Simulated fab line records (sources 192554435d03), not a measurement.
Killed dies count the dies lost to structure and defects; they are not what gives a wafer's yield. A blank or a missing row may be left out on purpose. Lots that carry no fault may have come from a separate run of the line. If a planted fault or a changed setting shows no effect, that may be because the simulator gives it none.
Which tool did it? + flow n5-finfet + 26 wafers from 10 lots sampled at 5 of the route's 1938 steps

== WHAT THE GAUGES READ, wafer by wafer ==
N5_BEOL_M4_RC_MEAS_101.
| lot  | measured     | on        | CJ_P           | DIBL_N (mV/V)  | DIBL_P (mV/V)  | IOFF_N (nA/um)    | IOFF_P (nA/um) | ION_N (uA/um) | ION_P (uA/um) | REXT_P (ohm.um)   | SS_N (mV/dec)  | SS_P (mV/dec)  | VT_N (mV)   | VT_P (mV)      | VT_P_LVT (mV)  |
|------|--------------|-----------|----------------|----------------|----------------|-------------------|----------------|---------------|---------------|-------------------|----------------|----------------|-------------|----------------|----------------|
| L512 | day 9 07:46  | prober-01 | 5.95 5.61 6.05 | 33.9 34.9 34.1 | 34.8 35.9 35.4 | 0.122 0.143 0.125 | 0.16 0.17 0.16 | 670 674 665   | 457 452 459   | 104.7 104.0 104.6 | 70.9 70.7 71.5 | 72.9 73.0 72.6 | 250 251 251 | -254 -252 -256 | -103 -102 -103 |
| L513 | day 9 10:22  | prober-02 | 5.96 5.58 5.98 | 36.1 36.7 36.1 | 34.1 34.2 35.3 | 0.143 0.153 0.155 | 0.20 0.20 0.22 | 678 659 664   | 465 449 461   | 97.0 97.9 98.8    | 71.3 71.6 70.4 | 73.3 73.1 73.9 | 251 249 248 | -249 -247 -247 | -98 -100 -98   |
| L515 | day 9 17:10  | prober-02 | 5.76 5.68 5.59 | 37.0 37.5 35.0 | 36.6 37.7 33.7 | 0.143 0.146 0.112 | 0.19 0.19 0.14 | 670 665 661   | 459 453 450   | 103.5 103.5 105.7 | 71.6 71.9 71.4 | 73.8 74.1 72.9 | 252 254 256 | -255 -255 -259 | -104 -104 -108 |
| L516 | day 9 23:46  | prober-02 | 5.89 5.91      | 34.6 36.3      | 34.5 36.1      | 0.115 0.146       | 0.15 0.18      | 652 669       | 449 463       | 105.9 105.1       | 71.6 71.1      | 72.3 72.7      | 256 252     | -255 -253      | -103 -101      |
| L517 | day 10 14:59 | prober-01 | 5.83 5.99 5.69 | 35.9 36.2 35.8 | 35.9 36.9 36.0 | 0.158 0.169 0.161 | 0.21 0.23 0.21 | 673 684 685   | 464 469 466   | 101.1 100.0 101.3 | 71.3 71.0 70.9 | 72.6 73.7 73.8 | 248 248 248 | -245 -248 -251 | -98 -98 -99    |
| L518 | day 10 23:31 | prober-01 | 5.89 5.61 5.92 | 37.8 37.7 37.9 | 35.5 35.1 34.9 | 0.148 0.151 0.149 | 0.21 0.21 0.20 | 669 666 662   | 458 459 451   | 101.3 102.8 102.8 | 71.3 72.1 72.2 | 73.0 72.7 73.3 | 250 253 255 | -247 -249 -250 | -99 -99 -99    |
| L520 | day 10 20:46 | prober-01 | 6.25 6.02 5.83 | 37.1 34.2 35.5 | 37.8 34.8 36.5 | 0.177 0.128 0.145 | 0.23 0.18 0.20 | 667 677 672   | 458 467 459   | 97.4 95.6 96.1    | 71.3 71.8 71.3 | 74.7 73.7 74.1 | 248 252 251 | -248 -250 -253 | -98 -100 -99   |
| L522 | day 11 06:28 | prober-01 | 5.90 2.60      | 35.0 35.9      | 34.8 33.8      | 0.141 0.164       | 0.19 0.13      | 677 678       | 463 388       | 99.6 113.1        | 71.7 71.9      | 72.9 73.2      | 249 248     | -253 -260      | -98 -108       |
| L524 | day 11 23:43 | prober-01 | 2.51 5.80      | 37.7 36.0      | 35.9 35.8      | 0.218 0.172       | 0.18 0.23      | 700 676       | 403 465       | 117.4 103.5       | 72.0 71.6      | 73.8 72.8      | 244 245     | -254 -248      | -104 -96       |
| L526 | day 12 07:54 | prober-02 | 5.72 2.34      | 35.5 34.1      | 37.1 33.3      | 0.182 0.154       | 0.24 0.13      | 682 675       | 460 382       | 98.0 113.5        | 71.9 71.2      | 73.3 72.2      | 247 250     | -247 -259      | -98 -109       |

== TOOL THAT RAN EACH LOT (tool first, then ch and the chambers of the sampled wafers, then the start) ==
| lot  | N5_SD_EPI_P_SD_RECESS_17        | N5_BEOL_M4_SPUTTER_86        | N5_BEOL_M4_ANNEAL_87         | N5_BEOL_M4_SPUTTER_96        |
|------|---------------------------------|------------------------------|------------------------------|------------------------------|
| L512 | rie-si-06 ch 0,2,3, day 4 06:28 | pvd-sputter-02, day 9 05:23  | pvd-sputter-02, day 9 05:28  | pvd-sputter-02, day 9 06:29  |
| L513 | rie-si-05 ch 0,2, day 4 14:20   | pvd-sputter-03, day 9 08:01  | pvd-sputter-03, day 9 08:05  | pvd-sputter-03, day 9 09:07  |
| L515 | rie-si-06 ch 0,1, day 5 03:34   | pvd-sputter-03, day 9 14:39  | pvd-sputter-03, day 9 14:44  | pvd-sputter-03, day 9 15:45  |
| L516 | rie-si-01 ch 2,3, day 5 07:31   | pvd-sputter-01, day 9 21:25  | pvd-sputter-01, day 9 21:29  | pvd-sputter-01, day 9 22:31  |
| L517 | rie-si-06 ch 0,1,2, day 5 12:19 | pvd-sputter-01, day 10 12:31 | pvd-sputter-01, day 10 12:35 | pvd-sputter-01, day 10 13:37 |
| L518 | rie-si-06 ch 0,2, day 5 21:19   | pvd-sputter-01, day 10 21:01 | pvd-sputter-01, day 10 21:05 | pvd-sputter-01, day 10 22:07 |
| L520 | rie-si-06 ch 0,2, day 6 08:29   | pvd-sputter-02, day 10 18:32 | pvd-sputter-02, day 10 18:37 | pvd-sputter-02, day 10 19:38 |
| L522 | rie-si-06 ch 2, day 6 18:32     | pvd-sputter-03, day 11 03:55 | pvd-sputter-03, day 11 04:00 | pvd-sputter-03, day 11 05:01 |
| L524 | rie-si-06 ch 1,2, day 7 05:28   | pvd-sputter-02, day 11 21:30 | pvd-sputter-02, day 11 21:35 | pvd-sputter-02, day 11 22:36 |
| L526 | rie-si-06 ch 2,3, day 7 16:35   | pvd-sputter-01, day 12 05:13 | pvd-sputter-01, day 12 05:17 | pvd-sputter-01, day 12 06:19 |
- N5_SD_EPI_P_SD_RECESS_17: chemistry HBr/Cl2/O2, target depth 39.1 nm, bt time 3 s.
- N5_BEOL_M4_SPUTTER_86: material Cu, target thk 4.5 nm, time 8.29 s.
- N5_BEOL_M4_ANNEAL_87: time 240 s.
- N5_BEOL_M4_SPUTTER_96: material Cu, target thk 4.5 nm, time 8.29 s.

== AS READ BY THE TOOLS THEMSELVES (means over the sampled wafers that have a number; for cases with no such wafer, the mark the record gives instead) ==
N5_SD_EPI_P_SD_RECESS_17.
| lot  | tool      | bias-w (W) | drypump-motor-current-A (A) | he-backside-leak-sccm (sccm) | oes_o_777_au (a.u.) | oes-product-au (a.u.) | throttle-valve-pct (%) |
|------|-----------|------------|-----------------------------|------------------------------|---------------------|-----------------------|------------------------|
| L512 | rie-si-06 | 112.19     | 6.0                         | 2.84                         | 1.000               | 0.999                 | 36.9                   |
| L513 | rie-si-05 | 112.06     | 5.4                         | 2.75                         | 0.994               | 0.987                 | 36.8                   |
| L515 | rie-si-06 | 111.66     | 6.1                         | 2.56                         | 1.025               | 1.024                 | 36.6                   |
| L516 | rie-si-01 | 111.82     | 5.4                         | 2.54                         | 1.025               | 1.026                 | 36.6                   |
| L517 | rie-si-06 | 112.16     | 6.1                         | 2.72                         | 1.018               | 1.010                 | 36.7                   |
| L518 | rie-si-06 | 112.12     | 5.9                         | 2.61                         | 1.024               | 1.015                 | 36.7                   |
| L520 | rie-si-06 | 112.29     | 5.9                         | 2.62                         | 1.025               | 1.017                 | 36.7                   |
| L522 | rie-si-06 | 112.19     | 5.9                         | 2.73                         | 1.005               | 0.995                 | 36.8                   |
| L524 | rie-si-06 | 112.15     | 6.2                         | 2.62                         | 1.003               | 0.992                 | 36.5                   |
| L526 | rie-si-06 | 112.06     | 6.0                         | 2.61                         | 1.000               | 1.011                 | 37.0                   |

N5_BEOL_M4_SPUTTER_86.
| lot  | tool           | chuck-gas-flow-sccm (sccm) | susceptor-temp-C (C) | throttle-valve-pct (%) |
|------|----------------|----------------------------|----------------------|------------------------|
| L512 | pvd-sputter-02 | 1.32                       | -20.02               | 29.8                   |
| L513 | pvd-sputter-03 | 1.23                       | -20.06               | 30.0                   |
| L515 | pvd-sputter-03 | 1.25                       | -19.99               | 29.8                   |
| L516 | pvd-sputter-01 | 1.29                       | -20.02               | 30.9                   |
| L517 | pvd-sputter-01 | 1.30                       | -20.03               | 31.0                   |
| L518 | pvd-sputter-01 | 1.22                       | -19.92               | 30.0                   |
| L520 | pvd-sputter-02 | 1.26                       | -19.87               | 30.8                   |
| L522 | pvd-sputter-03 | 1.25                       | -20.09               | 30.8                   |
| L524 | pvd-sputter-02 | 1.28                       | -20.05               | 31.2                   |
| L526 | pvd-sputter-01 | 1.23                       | -20.06               | 30.0                   |

N5_BEOL_M4_ANNEAL_87.
| lot  | tool           | heater-power-w (W) | susceptor-temp-C (C) |
|------|----------------|--------------------|----------------------|
| L512 | pvd-sputter-02 | 917                | 400.00               |
| L513 | pvd-sputter-03 | 885                | 399.96               |
| L515 | pvd-sputter-03 | 842                | 399.92               |
| L516 | pvd-sputter-01 | 764                | 400.22               |
| L517 | pvd-sputter-01 | 764                | 400.08               |
| L518 | pvd-sputter-01 | 748                | 399.95               |
| L520 | pvd-sputter-02 | 851                | 400.02               |
| L522 | pvd-sputter-03 | 958                | 400.21               |
| L524 | pvd-sputter-02 | 806                | 400.30               |
| L526 | pvd-sputter-01 | 708                | 399.76               |

N5_BEOL_M4_SPUTTER_96.
| lot  | tool           | chuck-gas-flow-sccm (sccm) | susceptor-temp-C (C) | throttle-valve-pct (%) |
|------|----------------|----------------------------|----------------------|------------------------|
| L512 | pvd-sputter-02 | 1.24                       | -20.00               | 30.1                   |
| L513 | pvd-sputter-03 | 1.27                       | -20.03               | 29.7                   |
| L515 | pvd-sputter-03 | 1.26                       | -19.96               | 29.8                   |
| L516 | pvd-sputter-01 | 1.29                       | -20.01               | 30.7                   |
| L517 | pvd-sputter-01 | 1.27                       | -20.01               | 31.0                   |
| L518 | pvd-sputter-01 | 1.25                       | -20.06               | 29.9                   |
| L520 | pvd-sputter-02 | 1.24                       | -19.99               | 30.8                   |
| L522 | pvd-sputter-03 | 1.27                       | -19.91               | 30.6                   |
| L524 | pvd-sputter-02 | 1.30                       | -19.98               | 31.4                   |
| L526 | pvd-sputter-01 | 1.25                       | -19.98               | 30.2                   |

== THE ANSWER, worked out from the rows above alone ==
Rule: usual is defined by the lots themselves. The widest of any qualifying gaps counts: lots, ordered by their means at a reading, are off when they make up no more than a third of the lots, leave a main group of 4 or more, and stand apart from it by 3 or more times the standard deviation of that group's means. A main group whose means are all the same, to the digits that the tables above print for the reading, isn't used. A lot without any number at a reading at which 4 lots or more have one is off too. Where the step has rows for the other lots, those lots are counted as sound. Order of review: gauges by route order, followed by the tools' own readings, for which a lot's mean as printed above is used. The first step at which some lot is off is used, and at that step the reading that is off furthest; a lot without a number counts as furthest.
Off: L522, L524, L526, seen at N5_BEOL_M4_RC_MEAS_101 (CJ_P). The main group: mean 5.85, standard deviation 0.099.
A tool fits if, at a process step before that reading, it ran every lot that is off, and no sound lot after the first of them. Gauges at N5_BEOL_M4_RC_MEAS_101: tried the same way as those tools. One fits: rie-si-06 at N5_SD_EPI_P_SD_RECESS_17. A fault onset in the window from L520 (day 6 08:29, its last sound lot) to L522 (day 6 18:32, its first lot off) fits.

== WHAT HAD BEEN PUT IN BY THE SIMULATOR ==
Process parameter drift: rie-si-06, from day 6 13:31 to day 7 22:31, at N5_SD_EPI_P_SD_RECESS_17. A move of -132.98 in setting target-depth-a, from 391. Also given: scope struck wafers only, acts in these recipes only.
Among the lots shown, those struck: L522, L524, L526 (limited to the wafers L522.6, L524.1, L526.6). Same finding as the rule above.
